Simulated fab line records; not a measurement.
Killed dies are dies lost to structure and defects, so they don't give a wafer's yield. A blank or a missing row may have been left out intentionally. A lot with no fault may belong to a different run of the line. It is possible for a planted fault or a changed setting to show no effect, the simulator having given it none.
Which tool is to blame? | flow nand harc | Sampling: 22 lots, 66 wafers, 6 of 1159 route steps

== WHAT THE GAUGES SHOWED, per wafer ==
Not one reading of a measure or inspect step in the record can be checked against a usual standard deviation.

== TOOL THAT RAN EACH LOT (tool first, then ch and the chambers of the sampled wafers, then the start) ==
lot  | NHARC_A_STAIRCASE_HM_DEP_462  | NHARC_A_STAIRCASE_STRIP_475                   | NHARC_A_SGD_CUT_ETCH_59                       | NHARC_A_SGD_CUT_ETCH_16                       | NHARC_A_SGD_CUT_ETCHBACK_24        | NHARC_A_SLIT_ETCH_26
L074 | acl dep-02 ch 0, day 12 00:33 | rie diel-12 ch 1,2,3, day 14 08:49 or earlier | rie diel-11 ch 0,2,3, day 14 08:49 or earlier | rie diel-11 ch 0,1,2, day 14 08:49 or earlier | rie diel-06 ch 0,2, day 14 08:49   | har etch-02 ch 0,1, day 14 16:26
L076 | acl dep-03 ch 0, day 12 04:05 | rie diel-04 ch 0,3, day 14 18:17 or earlier   | rie diel-01 ch 2,3, day 14 18:17 or earlier   | rie diel-01 ch 0,1,3, day 14 18:17 or earlier | rie diel-01 ch 0,1,3, day 14 18:17 | har etch-02 ch 0,1, day 15 02:53
L075 | acl dep-01 ch 0, day 12 09:25 | rie diel-08 ch 0,2,3, day 14 18:15 or earlier | rie diel-06 ch 1,2, day 14 18:15 or earlier   | rie diel-06 ch 1,3, day 14 18:15 or earlier   | rie diel-06 ch 1,2, day 14 18:15   | har etch-01 ch 0,1, day 15 03:22
L079 | acl dep-02 ch 0, day 12 14:31 | rie diel-04 ch 0,1, day 15 00:47 or earlier   | rie diel-01 ch 1,2, day 15 00:47 or earlier   | rie diel-01 ch 2,3, day 15 00:47 or earlier   | rie diel-06 ch 0,1,2, day 15 00:47 | har etch-02 ch 0,1, day 15 09:28
L077 | acl dep-03 ch 0, day 12 14:50 | rie diel-08 ch 1,3, day 14 17:03              | rie diel-11 ch 2,3, day 15 00:44 or earlier   | rie diel-11 ch 2,3, day 15 00:44 or earlier   | rie diel-01 ch 0,2,3, day 15 00:44 | har etch-02 ch 0,1, day 15 07:49
L078 | acl dep-01 ch 0, day 12 22:41 | rie diel-12 ch 1,2, day 15 00:52 or earlier   | rie diel-06 ch 2,3, day 15 00:52 or earlier   | rie diel-06 ch 2,3, day 15 00:52 or earlier   | rie diel-06 ch 0,2,3, day 15 00:52 | har etch-02 ch 0,1, day 15 11:11
L081 | acl dep-01 ch 0, day 13 07:14 | rie diel-12 ch 0,1,3, day 15 21:26 or earlier | rie diel-01 ch 1,2,3, day 15 21:26 or earlier | rie diel-01 ch 0,1,3, day 15 21:26 or earlier | rie diel-11 ch 0,2,3, day 15 21:26 | har etch-01 ch 0,1, day 16 05:15
L082 | acl dep-03 ch 0, day 13 12:01 | rie diel-12 ch 0,1, day 15 21:27 or earlier   | rie diel-11 ch 1,2,3, day 15 21:27 or earlier | rie diel-11 ch 0,1,2, day 15 21:27 or earlier | rie diel-06 ch 0,1,3, day 15 21:27 | har etch-02 ch 0,1, day 16 03:59
L080 | acl dep-03 ch 0, day 13 15:32 | rie diel-04 ch 0,1, day 16 03:38 or earlier   | rie diel-01 ch 0,1,3, day 16 03:38 or earlier | rie diel-01 ch 1,2,3, day 16 03:38 or earlier | rie diel-11 ch 2,3, day 16 03:38   | har etch-02 ch 0,1, day 16 11:19
L083 | acl dep-03 ch 0, day 13 23:22 | rie diel-08 ch 0,2,3, day 16 08:18 or earlier | rie diel-06 ch 0,1,2, day 16 08:18 or earlier | rie diel-06 ch 0,1,2, day 16 08:18 or earlier | rie diel-06 ch 1,2,3, day 16 08:18 | har etch-02 ch 0,1, day 16 14:21
L084 | acl dep-03 ch 0, day 14 00:55 | rie diel-12 ch 0,2,3, day 16 08:18 or earlier | rie diel-01 ch 0,3, day 16 08:18 or earlier   | rie diel-01 ch 0,2, day 16 08:18 or earlier   | rie diel-01 ch 0,1,2, day 16 08:18 | har etch-01 ch 0,1, day 16 14:01
L085 | acl dep-03 ch 0, day 15 01:01 | rie diel-08 ch 2,3, day 17 06:28 or earlier   | rie diel-11 ch 0,1,3, day 17 06:28 or earlier | rie diel-11 ch 0,2, day 17 06:28 or earlier   | rie diel-11 ch 0,1,3, day 17 06:28 | har etch-02 ch 0, day 17 13:29
L087 | acl dep-01 ch 0, day 15 04:17 | rie diel-04 ch 0,3, day 17 11:02 or earlier   | rie diel-01 ch 0,2,3, day 17 11:02 or earlier | rie diel-01 ch 1,2,3, day 17 11:02 or earlier | rie diel-06 ch 0,2, day 17 11:02   | har etch-02 ch 0, day 17 16:59
L088 | acl dep-03 ch 0, day 15 05:05 | rie diel-04 ch 0,1, day 17 11:03 or earlier   | rie diel-06 ch 0,2,3, day 17 11:03 or earlier | rie diel-06 ch 0,1,3, day 17 11:03 or earlier | rie diel-11 ch 1,2,3, day 17 11:03 | har etch-01 ch 0,1, day 17 16:55
L089 | acl dep-02 ch 0, day 15 12:26 | rie diel-04 ch 1,2,3, day 17 19:16 or earlier | rie diel-06 ch 0,2, day 17 19:16 or earlier   | rie diel-06 ch 2,3, day 17 19:16 or earlier   | rie diel-06 ch 0,2,3, day 17 19:16 | har etch-01 ch 0,1, day 18 00:51
L092 | acl dep-01 ch 0, day 16 01:08 | rie diel-08 ch 1,2,3, day 18 09:45 or earlier | rie diel-11 ch 0,1,3, day 18 09:45 or earlier | rie diel-11 ch 2,3, day 18 09:45 or earlier   | rie diel-06 ch 1,3, day 18 09:45   | har etch-01 ch 0, day 18 18:50
L091 | acl dep-03 ch 0, day 16 04:18 | rie diel-04 ch 1,2,3, day 18 09:38 or earlier | rie diel-01 ch 0,2,3, day 18 09:38 or earlier | rie diel-01 ch 1,2,3, day 18 09:38 or earlier | rie diel-06 ch 0,1,2, day 18 09:38 | har etch-02 ch 0,1, day 18 18:42
L090 | acl dep-02 ch 0, day 16 04:31 | rie diel-12 ch 0,2, day 18 09:37 or earlier   | rie diel-01 ch 2,3, day 18 09:37 or earlier   | rie diel-01 ch 0,2,3, day 18 09:37 or earlier | rie diel-11 ch 0,2,3, day 18 09:37 | har etch-02 ch 0,1, day 18 16:59
L095 | acl dep-01 ch 0, day 16 18:29 | rie diel-12 ch 0,1,3, day 19 23:44 or earlier | rie diel-01 ch 0,2,3, day 19 23:44 or earlier | rie diel-01 ch 1,2,3, day 19 23:44 or earlier | rie diel-11 ch 0,1,3, day 19 23:44 | har etch-01 ch 0,1, day 20 07:58
L094 | acl dep-03 ch 0, day 16 20:52 | rie diel-08 ch 0,2, day 19 23:46 or earlier   | rie diel-06 ch 1,2,3, day 19 23:46 or earlier | rie diel-06 ch 0,1,3, day 19 23:46 or earlier | rie diel-06 ch 2,3, day 19 23:46   | har etch-01 ch 0,1, day 20 06:23
L097 | acl dep-03 ch 0, day 17 11:17 | rie diel-12 ch 0,1, day 19 23:52 or earlier   | rie diel-01 ch 2,3, day 19 23:52 or earlier   | rie diel-01 ch 1,2, day 19 23:52 or earlier   | rie diel-11 ch 2,3, day 19 23:52   | har etch-02 ch 0,1, day 20 09:26
L096 | acl dep-03 ch 0, day 17 15:01 | rie diel-04 ch 1,2,3, day 19 23:45 or earlier | rie diel-11 ch 0,1,2, day 19 23:45 or earlier | rie diel-11 ch 0,1,2, day 19 23:45 or earlier | rie diel-01 ch 2,3, day 19 23:45   | har etch-01 ch 0,1, day 20 09:44
- NHARC_A_STAIRCASE_HM_DEP_462: deposits aC, target thk 800 nm.
- NHARC_A_STAIRCASE_STRIP_475: strips in O2, time 20 s.
- NHARC_A_SGD_CUT_ETCH_59: etches the open film in N2/H2, target depth 260 nm, time 406.25 s.
- NHARC_A_SGD_CUT_ETCH_16: etches the open film in C4F8/O2/Ar, target depth 310.5 nm, time 155.2 s.
- NHARC_A_SGD_CUT_ETCHBACK_24: etches the open film in CH3F/O2, target depth 50 nm, time 92.857 s.
- NHARC_A_SLIT_ETCH_26: etches the open film in C4F8/O2/Ar, time 90 s, target depth 400 nm.

== AS READ BY THE TOOLS THEMSELVES (means over the sampled wafers that have a number; for cases with no such wafer, the mark the record gives instead) ==
NHARC_A_STAIRCASE_HM_DEP_462. Usual: 35.000 % for throttle valve pct, sd 0.009.
lot  | tool       | throttle valve pct (%) | flag
L074 | acl dep-02 | 35.002                 |
L076 | acl dep-03 | 35.006                 |
L075 | acl dep-01 | 35.001                 |
L079 | acl dep-02 | 35.003                 |
L077 | acl dep-03 | 34.997                 |
L078 | acl dep-01 | 35.004                 |
L081 | acl dep-01 | 34.989                 |
L082 | acl dep-03 | 34.996                 |
L080 | acl dep-03 | 34.995                 |
L083 | acl dep-03 | 35.001                 |
L084 | acl dep-03 | 34.990                 |
L085 | acl dep-03 | 34.993                 |
L087 | acl dep-01 | 35.014                 |
L088 | acl dep-03 | 35.003                 |
L089 | acl dep-02 | 34.997                 |
L092 | acl dep-01 | 35.002                 |
L091 | acl dep-03 | 35.006                 |
L090 | acl dep-02 | 34.989                 |
L095 | acl dep-01 | 34.998                 |
L094 | acl dep-03 | 35.001                 |
L097 | acl dep-03 | 34.994                 |
L096 | acl dep-03 | 34.998                 |

NHARC_A_STAIRCASE_STRIP_475. Usual: drypump motor current A 5.68 A, standard deviation 0.3; oes product au 0.999 a.u., standard deviation 0.011; rf vpp V 57.9 V, standard deviation 0.76; showerhead plenum p Torr 3.57 Torr, standard deviation 0.11; throttle valve pct 17.036 %, standard deviation 0.0088.
lot  | tool        | drypump motor current A (A) | oes product au (a.u.) | rf vpp V (V) | showerhead plenum p Torr (Torr) | throttle valve pct (%) | flag
L074 | rie diel-12 | 5.57                        | 0.994                 | 58.1         | 3.63                            | 17.042                 |
L076 | rie diel-04 | 5.62                        | 0.998                 | 57.4         | 3.55                            | 17.041                 |
L075 | rie diel-08 | 5.61                        | 1.002                 | 58.9         | 3.61                            | 17.034                 |
L079 | rie diel-04 | 5.58                        | 0.997                 | 57.2         | 3.58                            | 17.043                 |
L077 | rie diel-08 | 5.87                        | 1.001                 | 57.3         | 3.69                            | 17.034                 |
L078 | rie diel-12 | 5.85                        | 0.990                 | 57.9         | 3.54                            | 17.044                 |
L081 | rie diel-12 | 5.62                        | 0.991                 | 58.4         | 3.52                            | 17.026                 |
L082 | rie diel-12 | 5.88                        | 0.996                 | 57.8         | 3.44                            | 17.033                 |
L080 | rie diel-04 | 5.61                        | 0.992                 | 57.9         | 3.59                            | 17.037                 |
L083 | rie diel-08 | 5.63                        | 0.995                 | 58.2         | 3.60                            | 17.034                 |
L084 | rie diel-12 | 5.44                        | 0.989                 | 58.6         | 3.62                            | 17.037                 |
L085 | rie diel-08 | 5.73                        | 0.993                 | 58.1         | 3.67                            | 17.047                 |
L087 | rie diel-04 | 5.71                        | 0.998                 | 58.2         | 3.51                            | 17.037                 |
L088 | rie diel-04 | 5.61                        | 0.997                 | 56.9         | 3.59                            | 17.034                 |
L089 | rie diel-04 | 5.86                        | 1.003                 | 58.2         | 3.54                            | 17.036                 |
L092 | rie diel-08 | 5.83                        | 1.006                 | 58.5         | 3.67                            | 17.043                 |
L091 | rie diel-04 | 5.85                        | 1.004                 | 58.1         | 3.54                            | 17.032                 |
L090 | rie diel-12 | 5.59                        | 1.016                 | 58.2         | 3.63                            | 17.036                 |
L095 | rie diel-12 | 5.64                        | 0.997                 | 57.2         | 3.50                            | 17.029                 |
L094 | rie diel-08 | 5.40                        | 1.011                 | 57.6         | 3.60                            | 17.034                 |
L097 | rie diel-12 | 5.85                        | 0.996                 | 58.9         | 3.42                            | 17.036                 |
L096 | rie diel-04 | 5.87                        | 1.002                 | 57.8         | 3.53                            | 17.028                 |

NHARC_A_SGD_CUT_ETCH_59. Usual: bias w 150.0 W, standard deviation 0.4; drypump motor current A 5.6 A, standard deviation 0.49; oes product au 0.998 a.u., standard deviation 0.01; rf vpp V 429.8 V, standard deviation 2.3; showerhead plenum p Torr 2.02 Torr, standard deviation 0.074; throttle valve pct 14.172 %, standard deviation 0.0084.
lot  | tool        | bias w (W) | drypump motor current A (A) | oes product au (a.u.) | rf vpp V (V) | showerhead plenum p Torr (Torr) | throttle valve pct (%) | flag
L074 | rie diel-11 | 149.9      | 6.1                         | 0.998                 | 428.4        | 1.96                            | 14.180                 |
L076 | rie diel-01 | 150.2      | 5.3                         | 0.993                 | 432.0        | 2.09                            | 14.165                 |
L075 | rie diel-06 | 150.0      | 5.9                         | 0.994                 | 431.5        | 2.04                            | 14.168                 |
L079 | rie diel-01 | 150.2      | 5.4                         | 1.001                 | 430.5        | 2.04                            | 14.175                 |
L077 | rie diel-11 | 149.6      | 6.1                         | 1.000                 | 427.7        | 1.96                            | 14.165                 |
L078 | rie diel-06 | 149.9      | 5.3                         | 1.001                 | 427.3        | 1.93                            | 14.162                 |
L081 | rie diel-01 | 149.9      | 5.3                         | 0.996                 | 430.4        | 2.04                            | 14.162                 |
L082 | rie diel-11 | 149.7      | 5.7                         | 1.000                 | 429.4        | 2.03                            | 14.171                 |
L080 | rie diel-01 | 150.0      | 5.3                         | 0.991                 | 430.1        | 2.03                            | 14.174                 |
L083 | rie diel-06 | 150.4      | 5.6                         | 0.999                 | 429.8        | 2.03                            | 14.169                 |
L084 | rie diel-01 | 149.9      | 5.3                         | 0.996                 | 431.9        | 2.07                            | 14.174                 |
L085 | rie diel-11 | 150.2      | 5.9                         | 0.999                 | 428.9        | 2.00                            | 14.174                 |
L087 | rie diel-01 | 150.0      | 5.4                         | 0.992                 | 431.8        | 2.07                            | 14.181                 |
L088 | rie diel-06 | 149.9      | 5.4                         | 1.003                 | 429.6        | 1.98                            | 14.168                 |
L089 | rie diel-06 | 150.0      | 5.2                         | 1.001                 | 428.3        | 1.97                            | 14.172                 |
L092 | rie diel-11 | 149.7      | 5.9                         | 0.994                 | 429.9        | 2.00                            | 14.187                 |
L091 | rie diel-01 | 149.9      | 5.4                         | 0.989                 | 430.6        | 2.06                            | 14.175                 |
L090 | rie diel-01 | 149.8      | 5.4                         | 1.009                 | 432.2        | 2.07                            | 14.173                 |
L095 | rie diel-01 | 149.9      | 5.4                         | 1.002                 | 430.9        | 2.06                            | 14.169                 |
L094 | rie diel-06 | 149.9      | 5.7                         | 1.004                 | 428.6        | 1.99                            | 14.169                 |
L097 | rie diel-01 | 149.8      | 5.4                         | 0.996                 | 432.3        | 2.07                            | 14.173                 |
L096 | rie diel-11 | 149.8      | 5.8                         | 0.992                 | 430.4        | 2.03                            | 14.176                 |

NHARC_A_SGD_CUT_ETCH_16. Usual: bias w 800.2 W, standard deviation 2.2; oes product au 0.970 a.u., standard deviation 0.017; rf vpp V 722 V, standard deviation 3.6.
lot  | tool        | bias w (W) | oes product au (a.u.) | rf vpp V (V) | flag
L074 | rie diel-11 | 800.8      | 0.977                 | 723          |
L076 | rie diel-01 | 802.7      | 0.975                 | 723          |
L075 | rie diel-06 | 800.7      | 0.943                 | 721          |
L079 | rie diel-01 | 799.7      | 0.980                 | 726          |
L077 | rie diel-11 | 800.5      | 0.968                 | 718          |
L078 | rie diel-06 | 799.6      | 0.978                 | 718          |
L081 | rie diel-01 | 800.1      | 0.959                 | 722          |
L082 | rie diel-11 | 798.4      | 0.978                 | 723          |
L080 | rie diel-01 | 799.2      | 0.980                 | 724          |
L083 | rie diel-06 | 800.1      | 0.979                 | 722          |
L084 | rie diel-01 | 803.1      | 0.984                 | 724          |
L085 | rie diel-11 | 799.6      | 0.975                 | 721          |
L087 | rie diel-01 | 801.5      | 0.975                 | 723          |
L088 | rie diel-06 | 799.9      | 0.980                 | 723          |
L089 | rie diel-06 | 801.3      | 0.964                 | 718          |
L092 | rie diel-11 | 800.1      | 0.966                 | 720          |
L091 | rie diel-01 | 799.0      | 0.981                 | 723          |
L090 | rie diel-01 | 801.1      | 0.966                 | 724          |
L095 | rie diel-01 | 800.7      | 0.937                 | 722          |
L094 | rie diel-06 | 801.4      | 0.993                 | 724          |
L097 | rie diel-01 | 798.5      | 0.977                 | 721          |
L096 | rie diel-11 | 800.1      | 0.941                 | 723          |

NHARC_A_SGD_CUT_ETCHBACK_24. Usual: bias w 100.02 W, standard deviation 0.28; drypump motor current A 5.6 A, standard deviation 0.5; oes product au 0.97 a.u., standard deviation 0.035; rf vpp V 244.0 V, standard deviation 1.5; showerhead plenum p Torr 2.43 Torr, standard deviation 0.089; throttle valve pct 20.664 %, standard deviation 0.0091.
lot  | tool        | bias w (W) | drypump motor current A (A) | oes product au (a.u.) | rf vpp V (V) | showerhead plenum p Torr (Torr) | throttle valve pct (%) | flag
L074 | rie diel-06 | 100.22     | 5.2                         | 1.00                  | 243.6        | 2.39                            | 20.667                 |
L076 | rie diel-01 | 99.76      | 5.3                         | 0.91                  | 243.8        | 2.45                            | 20.670                 |
L075 | rie diel-06 | 100.37     | 5.9                         | 0.93                  | 243.9        | 2.46                            | 20.671                 |
L079 | rie diel-06 | 100.03     | 5.6                         | 1.00                  | 244.5        | 2.45                            | 20.667                 |
L077 | rie diel-01 | 99.99      | 5.4                         | 1.01                  | 244.4        | 2.49                            | 20.667                 |
L078 | rie diel-06 | 99.91      | 5.4                         | 0.94                  | 244.1        | 2.39                            | 20.660                 |
L081 | rie diel-11 | 99.68      | 6.2                         | 1.00                  | 242.8        | 2.36                            | 20.666                 |
L082 | rie diel-06 | 99.85      | 5.8                         | 0.99                  | 244.5        | 2.46                            | 20.662                 |
L080 | rie diel-11 | 99.86      | 6.0                         | 0.98                  | 244.7        | 2.39                            | 20.662                 |
L083 | rie diel-06 | 99.94      | 5.8                         | 0.92                  | 243.4        | 2.39                            | 20.665                 |
L084 | rie diel-01 | 100.14     | 5.4                         | 0.94                  | 244.2        | 2.44                            | 20.671                 |
L085 | rie diel-11 | 99.94      | 5.9                         | 0.92                  | 243.3        | 2.41                            | 20.664                 |
L087 | rie diel-06 | 99.98      | 5.1                         | 1.01                  | 243.6        | 2.38                            | 20.668                 |
L088 | rie diel-11 | 99.88      | 5.7                         | 0.99                  | 245.2        | 2.44                            | 20.651                 |
L089 | rie diel-06 | 100.06     | 5.4                         | 0.93                  | 242.6        | 2.39                            | 20.658                 |
L092 | rie diel-06 | 99.79      | 6.2                         | 0.99                  | 244.4        | 2.46                            | 20.664                 |
L091 | rie diel-06 | 100.06     | 5.6                         | 1.00                  | 245.3        | 2.45                            | 20.659                 |
L090 | rie diel-11 | 100.03     | 6.2                         | 1.00                  | 242.7        | 2.36                            | 20.662                 |
L095 | rie diel-11 | 100.20     | 5.9                         | 0.99                  | 243.7        | 2.41                            | 20.663                 |
L094 | rie diel-06 | 100.26     | 5.5                         | 0.92                  | 243.4        | 2.33                            | 20.670                 |
L097 | rie diel-11 | 99.93      | 5.9                         | 0.98                  | 243.1        | 2.39                            | 20.661                 |
L096 | rie diel-01 | 100.28     | 5.4                         | 1.00                  | 245.1        | 2.50                            | 20.661                 |

NHARC_A_SLIT_ETCH_26. Usual: drypump motor current A 5.8 A, standard deviation 0.4; showerhead plenum p Torr 3.70 Torr, standard deviation 0.11; throttle valve pct 27.619 %, standard deviation 0.0094.
lot  | tool        | drypump motor current A (A) | showerhead plenum p Torr (Torr) | throttle valve pct (%) | flag
L074 | har etch-02 | 6.1                         | 3.67                            | 27.612                 |
L076 | har etch-02 | 6.1                         | 3.74                            | 27.617                 |
L075 | har etch-01 | 5.3                         | 3.76                            | 27.626                 |
L079 | har etch-02 | 6.0                         | 3.74                            | 27.617                 |
L077 | har etch-02 | 6.1                         | 3.67                            | 27.618                 |
L078 | har etch-02 | 6.1                         | 3.67                            | 27.621                 |
L081 | har etch-01 | 5.3                         | 3.68                            | 27.619                 |
L082 | har etch-02 | 6.1                         | 3.66                            | 27.610                 |
L080 | har etch-02 | 6.1                         | 3.66                            | 27.623                 |
L083 | har etch-02 | 6.1                         | 3.66                            | 27.611                 |
L084 | har etch-01 | 5.3                         | 3.68                            | 27.613                 |
L085 | har etch-02 | 6.0                         | 3.81                            | 27.619                 |
L087 | har etch-02 | 6.0                         | 3.81                            | 27.612                 |
L088 | har etch-01 | 5.3                         | 3.74                            | 27.612                 |
L089 | har etch-01 | 5.3                         | 3.74                            | 27.623                 |
L092 | har etch-01 | 5.4                         | 3.81                            | 27.622                 |
L091 | har etch-02 | 6.1                         | 3.72                            | 27.612                 |
L090 | har etch-02 | 6.1                         | 3.72                            | 27.617                 |
L095 | har etch-01 | 5.3                         | 3.66                            | 27.620                 |
L094 | har etch-01 | 5.3                         | 3.66                            | 27.621                 |
L097 | har etch-02 | 6.1                         | 3.71                            | 27.622                 |
L096 | har etch-01 | 5.3                         | 3.73                            | 27.625                 |

== THE ANSWER, worked out from the rows above alone ==
Rule: take the mean of a lot's wafers that have a number; if it is more than 3 standard deviations from the usual mean, the lot is off. A lot without any number at a reading at which 4 lots or more have one is off too. All remaining lots with rows at the step are treated as sound. The gauges are gone through in route order, then the tools' own readings, and for those a lot's mean is taken as printed above. At the first step where some lot is off, the reading lying furthest off is the one used; lots without a number count as furthest.
Nothing can be told from this: no lot is off at any reading shown.

== WHAT WAS PUT IN BY THE SIMULATOR ==
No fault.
